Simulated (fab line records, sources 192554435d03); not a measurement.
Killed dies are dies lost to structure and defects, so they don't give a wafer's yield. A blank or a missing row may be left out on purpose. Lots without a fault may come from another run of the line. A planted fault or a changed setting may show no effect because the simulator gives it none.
Which tool did it? | flow n5_finfet | 10 lots, 30 wafers sampled, at 6 steps of a route of 1938

WHAT THE GAUGES READ, wafer by wafer
N5_BEOL_M3_THK_MEAS_53: measures by xrf. Usual: M3_THK 39.2 nm, standard deviation 1.7.
lot  | measured     | on            | M3_THK (nm)    | flag
L461 | day 8 06:00  | film_metro-02 | 35.5 37.3 38.9 |
L464 | day 8 21:47  | film_metro-02 | 39.1 39.5 38.9 |
L466 | day 9 03:09  | film_metro-02 | 36.2 41.9 38.3 |
L467 | day 9 10:07  | film_metro-02 | 35.7 38.4 37.5 |
L468 | day 9 21:25  | film_metro-01 | 37.3 39.5 39.8 |
L469 | day 10 00:23 | film_metro-01 | 36.9 40.9 40.9 |
L476 | day 11 22:11 | film_metro-02 | 36.5 37.4 41.2 |
L479 | day 12 07:55 | film_metro-01 | 39.1 37.3 37.8 |
L481 | day 13 09:57 | film_metro-02 | 39.1 36.4 40.8 |
L483 | day 13 19:56 | film_metro-02 | 38.6 39.3 40.2 |

N5_BEOL_M4_RC_MEAS_101. Usual: DIBL_N 35.7 mV/V, standard deviation 1.5; DIBL_P 35.7 mV/V, standard deviation 2; IOFF_N 0.155 nA/um, standard deviation 0.026; IOFF_P 0.20 nA/um, standard deviation 0.031; ION_N 675 uA/um, standard deviation 11; ION_P 462 uA/um, standard deviation 7.1; SS_N 71.3 mV/dec, standard deviation 0.57; SS_P 73.1 mV/dec, standard deviation 0.56; VT_N 250 mV, standard deviation 3; VT_P -251 mV, standard deviation 3.
lot  | measured     | on        | DIBL_N (mV/V)  | DIBL_P (mV/V)  | IOFF_N (nA/um)    | IOFF_P (nA/um) | ION_N (uA/um) | ION_P (uA/um) | SS_N (mV/dec)  | SS_P (mV/dec)  | VT_N (mV)   | VT_P (mV)      | flag
L461 | day 8 17:17  | prober-01 | 37.9 37.5 35.9 | 38.4 37.2 36.3 | 0.208 0.182 0.166 | 0.24 0.23 0.22 | 696 671 688   | 472 461 474   | 72.1 71.8 70.9 | 73.4 73.3 73.4 | 245 247 247 | -247 -248 -249 |
L464 | day 9 07:03  | prober-02 | 36.1 37.1 35.4 | 34.7 34.5 32.9 | 0.165 0.181 0.140 | 0.21 0.20 0.18 | 674 694 678   | 460 468 464   | 72.0 72.9 71.3 | 72.9 73.0 72.6 | 248 248 251 | -251 -252 -252 |
L466 | day 10 00:43 | prober-01 | 36.2 37.4 35.3 | 37.5 38.2 36.8 | 0.178 0.200 0.169 | 0.24 0.24 0.22 | 685 684 686   | 470 469 475   | 71.6 71.5 70.8 | 72.9 73.6 72.9 | 246 245 247 | -247 -246 -250 |
L467 | day 10 01:29 | prober-01 | 34.3 31.8 32.5 | 34.2 31.0 31.7 | 0.123 0.089 0.099 | 0.16 0.13 0.13 | 676 667 658   | 456 460 453   | 71.0 70.7 70.8 | 73.0 72.3 71.9 | 253 259 257 | -253 -258 -258 |
L468 | day 10 09:34 | prober-01 | 36.5 35.9 37.2 | 35.5 34.9 35.3 | 0.148 0.127 0.156 | 0.22 0.20 0.22 | 666 666 662   | 462 464 453   | 71.8 71.2 71.4 | 73.4 73.2 73.3 | 252 252 254 | -249 -250 -246 |
L469 | day 10 08:38 | prober-01 | 34.8 36.7 36.9 | 33.6 35.2 35.2 | 0.122 0.161 0.152 | 0.17 0.18 0.19 | 652 677 675   | 450 459 450   | 71.1 71.2 71.0 | 73.1 73.7 72.9 | 255 248 253 | -256 -256 -256 |
L476 | day 12 13:44 | prober-01 | 36.7 37.4 37.1 | 36.3 37.0 36.7 | 0.157 0.171 0.169 | 0.21 0.23 0.23 | 682 683 677   | 472 469 467   | 72.4 72.5 71.9 | 72.9 73.6 73.5 | 248 248 246 | -248 -247 -247 |
L479 | day 12 22:20 | prober-01 | 34.8 36.9 36.3 | 33.1 36.3 35.8 | 0.112 0.160 0.146 | 0.18 0.23 0.22 | 654 682 679   | 458 474 468   | 71.0 71.2 71.5 | 72.4 73.0 72.6 | 255 248 250 | -251 -247 -249 |
L481 | day 14 00:05 | prober-02 | 31.0 36.2 37.6 | 29.9 35.2 38.5 | 0.093 0.162 0.201 | 0.14 0.20 0.26 | 657 678 679   | 459 460 464   | 69.6 71.8 71.5 | 71.6 73.4 73.3 | 255 248 249 | -254 -250 -248 |
L483 | day 14 08:04 | prober-02 | 36.7 37.4 35.5 | 38.3 38.4 37.9 | 0.173 0.189 0.159 | 0.21 0.22 0.21 | 680 674 683   | 466 461 462   | 72.6 71.5 72.3 | 73.2 73.3 72.8 | 247 246 249 | -251 -251 -250 |

WHICH TOOL RAN EACH LOT (tool, then ch and the chambers of the sampled wafers, then the start)
lot  | N5_BEOL_M3_PECVD_72             | N5_BEOL_M3_SPUTTER_90        | N5_BEOL_M3_SPUTTER_96        | N5_BEOL_M3_CMP_52
L461 | pecvd-02 ch 0,1,2, day 7 12:08  | pvd_sputter-01, day 7 19:05  | pvd_sputter-01, day 7 19:45  | cmp-01 ch 1,2,3, day 8 05:43
L464 | pecvd-03 ch 0,1,2, day 8 10:25  | pvd_sputter-01, day 8 19:14  | pvd_sputter-01, day 8 19:53  | cmp-04 ch 1,2, day 8 21:32
L466 | pecvd-04 ch 0,1,2, day 8 20:25  | pvd_sputter-02, day 9 01:42  | pvd_sputter-02, day 9 02:22  | cmp-02 ch 0,3, day 9 02:51
L467 | pecvd-02 ch 1,2, day 8 22:02    | pvd_sputter-01, day 9 08:41  | pvd_sputter-01, day 9 09:20  | cmp-02 ch 0,1, day 9 09:50
L468 | pecvd-03 ch 0,2, day 9 10:47    | pvd_sputter-03, day 9 19:54  | pvd_sputter-03, day 9 20:34  | cmp-01 ch 2,3, day 9 21:08
L469 | pecvd-04 ch 0,1,2, day 9 11:01  | pvd_sputter-01, day 9 22:50  | pvd_sputter-01, day 9 23:29  | cmp-01 ch 0,2,3, day 10 00:13
L476 | pecvd-03 ch 0,1, day 11 14:15   | pvd_sputter-02, day 11 20:44 | pvd_sputter-02, day 11 21:23 | cmp-02 ch 0,1,3, day 11 21:56
L479 | pecvd-04 ch 0,1,2, day 11 22:26 | pvd_sputter-03, day 12 06:28 | pvd_sputter-03, day 12 07:07 | cmp-04 ch 0,1, day 12 07:37
L481 | pecvd-04 ch 1,2, day 12 14:12   | pvd_sputter-03, day 12 23:41 | pvd_sputter-03, day 13 09:10 | cmp-02 ch 0,2,3, day 13 09:40
L483 | pecvd-04 ch 0,1,2, day 12 22:34 | pvd_sputter-02, day 13 18:25 | pvd_sputter-02, day 13 19:10 | cmp-02 ch 1,2,3, day 13 19:39
- N5_BEOL_M3_PECVD_72: deposits SiO2 from TEOS/O2, target thk 16 nm, time 18 s.
- N5_BEOL_M3_SPUTTER_90: material Cu, target thk 4.5 nm, time 8.29 s.
- N5_BEOL_M3_SPUTTER_96: material Cu, target thk 4.5 nm, time 8.29 s.
- N5_BEOL_M3_CMP_52: polishes, stops on SiOC, t overpolish 6.8 s, target thk 40 nm.

WHAT THE TOOLS THEMSELVES READ (means of the sampled wafers that have a number; where no wafer has one, the mark that the record gives instead)
N5_BEOL_M3_PECVD_72. Usual: heater_power_w 694 W, standard deviation 110; showerhead_plenum_p_Torr 8.77 Torr, standard deviation 0.032; throttle_valve_pct 22.0 %, standard deviation 1.2.
lot  | tool     | heater_power_w (W) | showerhead_plenum_p_Torr (Torr) | throttle_valve_pct (%) | flag
L461 | pecvd-02 | 709                | 8.78                            | 21.7                   |
L464 | pecvd-03 | 629                | 8.76                            | 22.1                   |
L466 | pecvd-04 | 775                | 8.76                            | 21.9                   |
L467 | pecvd-02 | 682                | 8.78                            | 21.1                   |
L468 | pecvd-03 | 707                | 8.77                            | 22.7                   |
L469 | pecvd-04 | 770                | 8.76                            | 22.1                   |
L476 | pecvd-03 | 797                | 8.74                            | 23.4                   |
L479 | pecvd-04 | 698                | 8.75                            | 22.1                   |
L481 | pecvd-04 | 680                | 8.75                            | 21.5                   |
L483 | pecvd-04 | 733                | 8.77                            | 21.9                   |

N5_BEOL_M3_SPUTTER_90. Usual: throttle_valve_pct 30.4 %, standard deviation 1.3.
lot  | tool           | throttle_valve_pct (%) | flag
L461 | pvd_sputter-01 | 29.6                   |
L464 | pvd_sputter-01 | 31.8                   |
L466 | pvd_sputter-02 | 30.3                   |
L467 | pvd_sputter-01 | 29.5                   |
L468 | pvd_sputter-03 | 30.9                   |
L469 | pvd_sputter-01 | 29.6                   |
L476 | pvd_sputter-02 | 29.8                   |
L479 | pvd_sputter-03 | 30.7                   |
L481 | pvd_sputter-03 | 28.7                   |
L483 | pvd_sputter-02 | 30.2                   |

N5_BEOL_M3_SPUTTER_96. Usual: throttle_valve_pct 30.3 %, standard deviation 1.3.
lot  | tool           | throttle_valve_pct (%) | flag
L461 | pvd_sputter-01 | 29.7                   |
L464 | pvd_sputter-01 | 31.9                   |
L466 | pvd_sputter-02 | 30.2                   |
L467 | pvd_sputter-01 | 29.5                   |
L468 | pvd_sputter-03 | 31.0                   |
L469 | pvd_sputter-01 | 29.6                   |
L476 | pvd_sputter-02 | 30.0                   |
L479 | pvd_sputter-03 | 30.7                   |
L481 | pvd_sputter-03 | 28.4                   |
L483 | pvd_sputter-02 | 30.0                   |

N5_BEOL_M3_CMP_52. Usual: barrier_field_endpoint_s 24.6 s, standard deviation 0.64; motor_current_A 6.1 A, standard deviation 0.62.
lot  | tool   | barrier_field_endpoint_s (s) | motor_current_A (A) | flag
L461 | cmp-01 | 24.9                         | 6.2                 |
L464 | cmp-04 | 25.6                         | 5.6                 |
L466 | cmp-02 | 25.2                         | 6.2                 |
L467 | cmp-02 | 24.5                         | 6.2                 |
L468 | cmp-01 | 24.1                         | 5.4                 |
L469 | cmp-01 | 24.1                         | 5.7                 |
L476 | cmp-02 | 20.3                         | 6.0                 | OFF
L479 | cmp-04 | 23.8                         | 6.4                 |
L481 | cmp-02 | 24.9                         | 6.4                 |
L483 | cmp-02 | 24.8                         | 6.4                 |

THE ANSWER, worked out from the rows above alone
Rule: a lot is off if the mean of its wafers that have a number lies more than 3 standard deviations from the usual mean. A lot without any number at a reading at which 4 lots or more have one is off too. The other lots that the step has rows for count as sound. The gauges are gone through in route order, then the tools' own readings, and for those a lot's mean is taken as printed above. The first step at which some lot is off is used, and at that step the reading that is off furthest; a lot without a number counts as furthest.
Off: L476, at N5_BEOL_M3_CMP_52 (barrier_field_endpoint_s).
A tool fits if, at that step or a process step before it, it ran every lot that is off, and no sound lot after the first of them. One fits: pecvd-03 at N5_BEOL_M3_PECVD_72. Its last sound lot is L468 (day 9 10:47), its first lot that is off L476 (day 11 14:15): a fault that began between those two fits.

WHAT THE SIMULATOR HAD PUT IN
Process parameter drift: pecvd-03, from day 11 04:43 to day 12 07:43, at N5_BEOL_M3_PECVD_72. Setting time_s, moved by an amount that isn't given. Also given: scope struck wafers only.
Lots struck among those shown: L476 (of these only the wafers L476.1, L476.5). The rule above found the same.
